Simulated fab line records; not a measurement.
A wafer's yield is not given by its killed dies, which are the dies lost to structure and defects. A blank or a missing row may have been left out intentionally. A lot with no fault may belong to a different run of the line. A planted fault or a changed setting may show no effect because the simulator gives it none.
Comparing a struck lot with a sound one || flow nand-harc || 13 steps out of a route of 1302
Sound: these wafers, L392.3, L392.4, L392.5. Struck: wafers L379.2, L379.3. (L379.6 of the same lot was not struck and is left out.) The cause comes at the end.
For every step that has rows: the tool of each side, followed by ch and its chambers, followed by its first start. Under that, the readings that differ: sound wafers || struck wafers || difference of the means || sigmas: that difference in standard deviations of wafers without a fault.
alike: readings whose means differ by less than 2 such deviations, and words and numbers that are the same on both sides. not compared: withheld readings, readings that some wafer has no value for, bounds like >300 that may hide the same value, and numbers for which the record gives no deviation and whose values overlap.
A row with sigmas, a row that says differs or no value, or rows on one side alone: a step with any of these is where the two part. Numbers that have no deviation but don't overlap get no sigmas and don't part them. Lack of a reading on every wafer of one side parts them only where that side has two or more wafers.

first, 9 steps without rows for these wafers: NHARC_A_STAIRCASE_DEHYDRATE_158 (time 120 s); NHARC_A_STAIRCASE_HMDS_159 (time 30 s); NHARC_A_STAIRCASE_COAT_160; NHARC_A_STAIRCASE_SOFTBAKE_161 (time 170 s); NHARC_A_STAIRCASE_EBR_162; NHARC_A_STAIRCASE_EXPOSE_163 (exposes mask STAIR OPEN); NHARC_A_STAIRCASE_PEB_164 (peb time 130 s); NHARC_A_STAIRCASE_DEVELOP_165 (time 140 s); NHARC_A_STAIRCASE_HARDBAKE_167 (time 140 s).
NHARC_A_STAIRCASE_DESCUM_168: chemistry O2, time 3 s.
  sound on rie-diel-12 ch 1,2,3, day 22 17:17; struck on rie-diel-05 ch 0,1, day 17 06:33
  alike: chamber-pressure-mTorr, drypump-motor-current-A, mfc-ar-sccm, oes-product-au, rf-vpp-V, showerhead-plenum-p-Torr, throttle-valve-pct
  not compared: rf-hours-counter-h
NHARC_A_STAIRCASE_ETCH_169: etches the open film in CH3F/O2, target depth 50 nm, time 107.1 s.
  sound on rie-diel-12 ch 0,3, day 22 17:22; struck on rie-diel-05 ch 1,2, day 17 06:38
  alike: chamber-pressure-mTorr, drypump-motor-current-A, mfc-ar-sccm, oes-product-au, rf-fwd-power-W, rf-vpp-V, showerhead-plenum-p-Torr, throttle-valve-pct
  not compared: rf-hours-counter-h
NHARC_A_STAIRCASE_ETCH_170: etches the open film in C4F6/O2, target depth 200 nm, time 66.667 s.
  sound on rie-diel-12 ch 0,1,3, day 22 17:28; struck on rie-diel-05 ch 0,1, day 17 06:45
{"reading": "oes-product-au (a.u.)", "sound": "1.000 0.990 0.985", "struck": "0.702 0.713", "difference": -0.284, "sigmas": -19}
{"reading": "rf-fwd-power-W (W)", "sound": "596.6 596.4 597.0", "struck": "591.3 592.8", "difference": -4.6, "sigmas": -2}
  alike: c4f6-flow-sccm, chamber-pressure-mTorr, drypump-motor-current-A, mfc-ar-sccm, rf-vpp-V, showerhead-plenum-p-Torr, throttle-valve-pct
  not compared: rf-hours-counter-h
NHARC_A_STAIRCASE_STRIP_171: strips in O2.
  sound on plasma-asher-02 ch 0,1, day 22 17:41; struck on plasma-asher-02 ch 1, day 17 06:55
  alike: drypump-motor-current-A, heater-power-w
  not compared: rf-hours-counter-h

WHERE THEY PART
Only at NHARC_A_STAIRCASE_ETCH_170, as far as this record shows. Later steps at which nothing parts them and some readings are alike: NHARC_A_STAIRCASE_STRIP_171.

WHY: what had been put in by the simulator
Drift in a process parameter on rie-diel-05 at NHARC_A_STAIRCASE_ETCH_170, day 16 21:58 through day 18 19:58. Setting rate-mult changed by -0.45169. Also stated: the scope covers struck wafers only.
